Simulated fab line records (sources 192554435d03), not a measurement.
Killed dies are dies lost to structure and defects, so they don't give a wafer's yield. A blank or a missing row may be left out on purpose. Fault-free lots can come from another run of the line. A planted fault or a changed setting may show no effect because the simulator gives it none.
A struck lot beside a sound one || flow n5-finfet || 15 steps out of a route of 1938
Sound: wafers L395.2, L395.3, L395.6. Struck: wafer L410.1 (left out: L410.3, a lot-mate that was not struck); the cause follows at the end.
At each step with rows: each side's tool, then ch and its chambers, then its first start. Under that, the readings that differ: sound wafers || struck wafers || difference of the means || sigmas: that difference in standard deviations of wafers without a fault.
alike: readings with means less than 2 such deviations apart, plus words and numbers identical on both sides. not compared: withheld readings, readings lacking a value on some wafer, bounds such as >300 that could conceal the same value, and numbers that have no deviation in the record and whose values overlap.
The two part at a step that has a row with sigmas, a row that says differs or no value, or rows on one side only. Numbers that have no deviation but don't overlap get no sigmas and don't part them. A reading missing from all wafers of one side parts the sides only when that side holds two or more wafers.

first, 8 steps without rows for these wafers: N5_FIN_SAQP_COAT_49 (time 60 s, resist thk 100 nm); N5_FIN_SAQP_COAT_50 (time 60 s, resist thk 35 nm); N5_FIN_SAQP_COAT_10 (resist thk 90 nm); N5_FIN_SAQP_EBR_12; N5_FIN_SAQP_SOFTBAKE_11 (time 60 s); N5_FIN_SAQP_EXPOSE_13 (exposes mask FIN CORE, target cd 35.6 nm); N5_FIN_SAQP_PEB_14 (peb time 60 s); N5_FIN_SAQP_DEVELOP_15 (develop time 30 s).
N5_FIN_SAQP_CD_MEAS_16: target cd 35.6 nm.
  sound on cd-sem-02 ch 0, day 3 16:17; struck on cd-sem-03 ch 0, day 7 10:37
  alike: cd-nm
N5_FIN_SAQP_OVL_MEAS_17:
  sound on overlay-02 ch 0, day 3 16:19; struck on overlay-01 ch 0, day 7 10:39
  alike: FIN_CORE_OVL
N5_FIN_SAQP_INSPECT_18: inspects for defects (brightfield).
  sound: defect-inspect-01 at day 3 16:20; struck: defect-inspect-02 at day 7 10:40
  alike: raw-defect-count
N5_FIN_SAQP_DESCUM_21: chemistry O2, time 7.9 s.
  sound on rie-diel-01 ch 0,2, day 3 16:22; struck on rie-diel-01 ch 1, day 7 10:42
  alike: drypump-motor-current-A, o2-flow-sccm, oes-product-au, rf-vpp-V, showerhead-plenum-p-Torr, throttle-valve-pct
  not compared: rf-hours-counter-h
N5_FIN_SAQP_ETCH_51: etches SiARC in CF4, target depth 45.5 nm, time 75.8 s.
  sound on rie-diel-01 ch 0,2, day 3 16:25; struck on rie-diel-01 ch 1, day 7 10:44
{"reading": "etch-rf-on-time-s (s)", "sound": "75.0 77.4 75.1", "struck": 54.7, "difference": -21.1, "sigmas": -18}
{"reading": "oes-product-au (a.u.)", "sound": "0.73 0.59 0.73", "struck": 0.94, "difference": "+0.26", "sigmas": "+3"}
  alike: drypump-motor-current-A, rf-vpp-V, showerhead-plenum-p-Torr, throttle-valve-pct
  not compared: rf-hours-counter-h
N5_FIN_SAQP_ETCH_52: etches SOC in N2/H2, target depth 100 nm, overetch 20 nm, time 150 s.
  sound on rie-diel-01 ch 0,2, day 3 16:28; struck on rie-diel-01 ch 1, day 7 10:48
  alike: drypump-motor-current-A, oes-product-au, rf-vpp-V, showerhead-plenum-p-Torr, throttle-valve-pct
  not compared: rf-hours-counter-h
N5_PASSIVATION_PROBE_49:
  rows exist in the record for the sound wafers here (prober-01, day 15 07:16), none for the struck ones

== WHERE THEY PART ==
At N5_FIN_SAQP_ETCH_51 first; at N5_PASSIVATION_PROBE_49 last (within this record only).

WHY: the cause the simulator had injected
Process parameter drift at N5_FIN_SAQP_ETCH_51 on rie-diel-01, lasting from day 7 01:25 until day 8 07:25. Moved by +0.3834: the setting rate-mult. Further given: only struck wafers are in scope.
